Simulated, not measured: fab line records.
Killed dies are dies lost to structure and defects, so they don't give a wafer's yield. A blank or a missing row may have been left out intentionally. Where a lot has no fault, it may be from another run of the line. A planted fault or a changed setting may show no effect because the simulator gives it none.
fab line records ; flow n5-finfet ; part 2 of 2: steps 23 to 27 of 27
record lots=5; wafers=15; last-day=16
route steps=1938 shown BEOL_M7@1283
lots that met no fault: taken from a fault-free run of the same line
start-h: the number of hours between the record's first day and the start of the first shown wafer of the lot ; wait-h: hours elapsed since this lot's preceding step ; " repeats the value in the row above ; L1.1+2: one row covering several wafers at once ; - no value present, or no start provided ; * or withheld: withheld ; < > ~ a bound
route shown NAME@n: a module of which the file shows steps, and the number in the route of the first ; usual: mean and standard deviation over wafers with no fault ; same: alike in all rows ; chamber/n: place in a boat ; sites: readings site by site ; _std_site: the values' standard deviation ; _edge_site: inner sites' mean taken away from outer sites' mean ; radius-mm: for every site, how far away it sits from the centre of the wafer ; mask NAME#n: copy n ; behind: the most recent tool/chamber to have shaped the wafer ; hold: reason for holding the lot/hours on hold/outcome of the hold ; device: whichever transistor did not switch (one of n, p or np) ; end of line: the route-end tests of the same wafers ; a step without rows: its recipe alone ; killed: at the first sort, the dies lost to defects and structure; wafer yield is something else ; map: the dies of a wafer, with x for killed, . for not killed, _ for no die there
set.NAME: the setting that was run; set.NAME@STEP: the one run at that earlier step ; model.NAME: the simulator's own value behind a step, which no gauge read
lots at some steps of the route; a table a step, a row a wafer
services: when a tool's chamber went out of use (start-h, in hours from the record's first day, below 0 if earlier), for how many hours, and the reason
## steps
# step N5_BEOL_M7_VIA_ETCH_34
# recipe chemistry=C4F6/O2; target=SiCOH_lowk; target-depth-a=1255; mask-material=SOC; taper-deg=4; time-s=50.5; ion-energy-ev=250; pressure-mtorr=30; source-w=345; bias-w=185; Ar_flow_sccm=300; C4F6_flow_sccm=10; O2_flow_sccm=10
# usual C4F6_flow_sccm=10.000/0.029; drypump-motor-current-A=5.6/0.43; oes_ar_750_au=0.78/0.08; oes-product-au=0.78/0.081; rf-vpp-V=677/29; showerhead-plenum-p-Torr=2.85/0.089; throttle-valve-pct=20.97/0.18
# same time-s=50.5
lot.wafer;tool;chamber;start-h;wait-h;C4F6_flow_sccm;drypump-motor-current-A;oes_ar_750_au;oes-product-au;rf-hours-counter-h;rf-vpp-V;showerhead-plenum-p-Torr;throttle-valve-pct
L075.2;rie-diel-06;0;212.15;0.0;9.990;5.2;0.81;0.79;81;663;2.75;20.67
L075.4;rie-diel-06;1;212.15;0.0;9.942;5.7;0.71;0.74;183;716;2.80;20.93
L075.6;rie-diel-06;3;212.15;0.0;10.041;6.2;0.86;0.86;-;679;2.92;20.91
L084.2;rie-diel-03;1;265.33;0.0;9.975;5.4;0.83;0.85;42;718;3.02;21.01
L084.3;rie-diel-03;0;265.33;0.0;10.045;5.1;0.69;0.69;219;713;2.84;21.09
L084.5;rie-diel-03;3;265.33;0.0;10.047;6.4;0.85;0.86;-;660;2.91;21.27
L089.2;rie-diel-04;0;299.01;0.0;9.975;5.9;0.70;0.69;225;642;2.80;21.13
L089.3;rie-diel-04;1;299.01;0.0;10.016;5.2;0.71;0.68;243;645;2.81;20.93
L089.4;rie-diel-04;2;299.01;0.0;10.019;5.7;0.98;0.96;-;644;3.04;21.08
L088.2;rie-diel-03;3;303.87;0.0;9.962;6.3;0.83;0.85;82;658;2.91;21.30
L088.3;rie-diel-03;1;303.87;0.0;10.011;5.4;0.83;0.84;54;720;3.01;21.02
L088.6;rie-diel-03;0;303.87;0.0;10.008;5.1;0.68;0.69;-;713;2.83;21.12
L092.4;rie-diel-06;2;312.14;0.0;10.024;6.1;0.93;0.95;6;651;2.78;20.73
L092.5;rie-diel-06;2;312.14;0.0;9.998;6.0;0.94;0.94;-;653;2.78;20.71
L092.6;rie-diel-06;1;312.14;0.0;9.962;5.7;0.69;0.72;-;716;2.78;20.99
# step N5_BEOL_M7_STRIP_76
# recipe chemistry=C4F6/O2; resist=SiARC; rf-frequency-hz=6e+07
lot.wafer;tool;chamber;start-h;wait-h
L075.2+4+6;rie-diel-06;0,1,3;212.20;0.0
L084.2+3+5;rie-diel-03;1,0,3;265.37;0.0
L089.2+3+4;rie-diel-04;0,1,2;299.05;0.0
L088.2+3+6;rie-diel-03;3,1,0;303.91;0.0
L092.4+5+6;rie-diel-06;2,2,1;312.18;0.0
# step N5_BEOL_M7_STRIP_36
# recipe chemistry=N2/H2; power-w=450; temp-c=40; pressure-mtorr=20; rf-frequency-hz=6e+07; overash-fraction=0.3; bias-power-w=7; h2-frac=0.5; n2-flow-sccm=200; h2-flow-sccm=200
# usual drypump-motor-current-A=5.7/0.44; oes-product-au=0.79/0.08; rf-vpp-V=59.2/1.7; showerhead-plenum-p-Torr=2.54/0.078; throttle-valve-pct=23.8/0.4
# same overash-fraction=0.3
lot.wafer;tool;chamber;start-h;wait-h;drypump-motor-current-A;oes-product-au;rf-hours-counter-h;rf-vpp-V;showerhead-plenum-p-Torr;throttle-valve-pct
L075.2;rie-diel-06;0;212.21;0.0;5.2;0.81;81;61.1;2.44;23.2
L075.4;rie-diel-06;1;212.21;0.0;5.7;0.75;183;56.4;2.53;23.8
L075.6;rie-diel-06;3;212.21;0.0;6.2;0.87;-;61.4;2.59;23.8
L084.2;rie-diel-03;1;265.38;0.0;5.4;0.86;42;59.1;2.68;23.6
L084.3;rie-diel-03;0;265.38;0.0;5.1;0.70;219;60.1;2.53;23.9
L084.5;rie-diel-03;3;265.38;0.0;6.4;0.87;-;57.0;2.61;24.6
L089.2;rie-diel-04;0;299.06;0.0;5.9;0.69;225;59.9;2.53;24.1
L089.3;rie-diel-04;1;299.06;0.0;5.3;0.68;243;60.7;2.49;23.5
L089.4;rie-diel-04;2;299.06;0.0;5.7;0.96;-;60.1;2.73;24.4
L088.2;rie-diel-03;3;303.92;0.0;6.4;0.85;82;58.0;2.60;24.6
L088.3;rie-diel-03;1;303.92;0.0;5.4;0.84;54;58.7;2.67;23.6
L088.6;rie-diel-03;0;303.92;0.0;5.1;0.70;-;59.5;2.52;23.9
L092.4;rie-diel-06;2;312.19;0.0;6.0;0.94;6;55.6;2.49;23.4
L092.5;rie-diel-06;2;312.19;0.0;6.0;0.94;-;57.5;2.49;23.4
L092.6;rie-diel-06;1;312.19;0.0;5.7;0.71;-;59.6;2.51;23.9
# step N5_BEOL_M7_TRENCH_ETCH_37
# recipe chemistry=C4F6/O2; target-depth-a=934.78; target=SiCOH_lowk; time-s=31.2; ion-energy-ev=250; pressure-mtorr=30; source-w=345; bias-w=185; Ar_flow_sccm=300; C4F6_flow_sccm=10; O2_flow_sccm=10
# usual C4F6_flow_sccm=10.004/0.03; drypump-motor-current-A=5.7/0.44; oes_ar_750_au=0.78/0.08; oes-product-au=0.78/0.081; rf-vpp-V=677/29; showerhead-plenum-p-Torr=2.85/0.089; throttle-valve-pct=21.00/0.18
# same time-s=31.2
lot.wafer;tool;chamber;start-h;wait-h;C4F6_flow_sccm;drypump-motor-current-A;oes_ar_750_au;oes-product-au;rf-hours-counter-h;rf-vpp-V;showerhead-plenum-p-Torr;throttle-valve-pct
L075.2;rie-diel-06;0;-;-;10.077;5.2;0.80;0.80;81;665;2.75;20.71
L075.4;rie-diel-06;1;-;-;10.018;5.7;0.71;0.74;183;715;2.80;20.96
L075.6;rie-diel-06;3;-;-;10.010;6.2;0.86;0.86;-;678;2.92;20.93
L084.2;rie-diel-03;1;-;-;10.047;5.4;0.83;0.85;42;719;3.02;21.03
L084.3;rie-diel-03;0;-;-;10.010;5.1;0.69;0.70;219;714;2.84;21.12
L084.5;rie-diel-03;3;-;-;9.950;6.4;0.84;0.87;-;659;2.91;21.29
L089.2;rie-diel-04;0;-;-;9.986;5.9;0.71;0.68;225;642;2.80;21.15
L089.3;rie-diel-04;1;-;-;10.021;5.2;0.70;0.67;243;645;2.81;20.96
L089.4;rie-diel-04;2;-;-;10.035;5.7;0.97;0.94;-;642;3.04;21.11
L088.2;rie-diel-03;3;-;-;10.003;6.4;0.83;0.86;82;658;2.91;21.31
L088.3;rie-diel-03;1;-;-;9.950;5.3;0.82;0.84;54;719;3.01;21.07
L088.6;rie-diel-03;0;-;-;9.971;5.1;0.69;0.69;-;714;2.83;21.16
L092.4;rie-diel-06;2;-;-;10.036;6.0;0.94;0.94;6;651;2.78;20.74
L092.5;rie-diel-06;2;-;-;10.026;6.1;0.93;0.94;-;652;2.78;20.72
L092.6;rie-diel-06;1;-;-;10.003;5.7;0.69;0.72;-;715;2.78;21.02
# step N5_BEOL_M7_ETCH_41
# recipe chemistry=CH3F/O2; target=SiCN; target-depth-a=319; taper-deg=2; time-s=57.8; ion-energy-ev=120; mask-material=TiN; pressure-mtorr=30; source-w=395; bias-w=75; Ar_flow_sccm=150; CH3F_flow_sccm=30; O2_flow_sccm=20
# usual drypump-motor-current-A=5.6/0.44; oes-product-au=0.78/0.081; rf-vpp-V=297.4/1.4; showerhead-plenum-p-Torr=2.00/0.065; throttle-valve-pct=16.39/0.18
# same time-s=57.8
lot.wafer;tool;chamber;start-h;wait-h;drypump-motor-current-A;oes-product-au;rf-hours-counter-h;rf-vpp-V;showerhead-plenum-p-Torr;throttle-valve-pct
L075.2;rie-diel-06;0;-;-;5.2;0.80;81;296.6;1.93;16.10
L075.4;rie-diel-06;1;-;-;5.7;0.74;183;297.7;1.97;16.45
L075.6;rie-diel-06;3;-;-;6.2;0.87;-;297.5;2.05;16.23
L084.2;rie-diel-03;1;-;-;5.4;0.86;42;300.2;2.12;16.37
L084.3;rie-diel-03;0;-;-;5.1;0.70;219;297.2;1.99;16.53
L084.5;rie-diel-03;3;-;-;6.4;0.87;-;297.9;2.04;16.54
L089.2;rie-diel-04;0;-;-;5.9;0.69;225;297.4;1.97;16.64
L089.3;rie-diel-04;1;-;-;5.2;0.68;243;296.0;1.97;16.43
L089.4;rie-diel-04;2;-;-;5.7;0.95;-;299.3;2.14;16.40
L088.2;rie-diel-03;3;-;-;6.3;0.85;82;297.8;2.04;16.54
L088.3;rie-diel-03;1;-;-;5.4;0.83;54;299.3;2.12;16.38
L088.6;rie-diel-03;0;-;-;5.1;0.70;-;297.1;1.99;16.57
L092.4;rie-diel-06;2;-;-;6.1;0.94;6;297.1;1.95;16.15
L092.5;rie-diel-06;2;-;-;6.0;0.95;-;297.2;1.95;16.15
L092.6;rie-diel-06;1;-;-;5.7;0.71;-;297.0;1.96;16.52
## services
tool;chamber;start-h;hours;kind
rie-diel-04;-;188.17;14.6;pm
euv-scanner-02;-;202.03;1.0;pm
euv-scanner-01;-;204.68;1.0;pm
rie-metal-01;-;219.49;2.8;pm
rie-diel-03;-;239.00;15.6;pm
euv-scanner-01;-;239.59;0.8;repair
rie-diel-04;2;254.55;-;clean
rie-diel-04;2;254.55;-;consumable-replace:focus-ring
rie-diel-04;2;254.55;-;consumable-replace:showerhead
rie-diel-04;2;254.55;11.3;scheduled-down
euv-scanner-02;-;256.22;0.2;repair
euv-scanner-02;-;258.18;1.0;pm
euv-scanner-02;-;259.63;5.8;pm
euv-scanner-01;-;265.41;1.0;pm
rie-diel-06;0;267.66;4.5;repair
rie-diel-06;2;272.21;-;clean
rie-diel-06;2;272.21;-;consumable-replace:focus-ring
rie-diel-06;2;272.21;23.9;scheduled-down
rie-diel-06;2;272.21;23.9;vent-cycle
euv-scanner-02;-;273.18;12.0;pm
rie-diel-04;3;278.44;4.5;repair
euv-scanner-01;-;285.18;4.6;pm
rie-diel-03;2;296.51;115.9;repair
rie-diel-04;3;296.85;3.5;repair
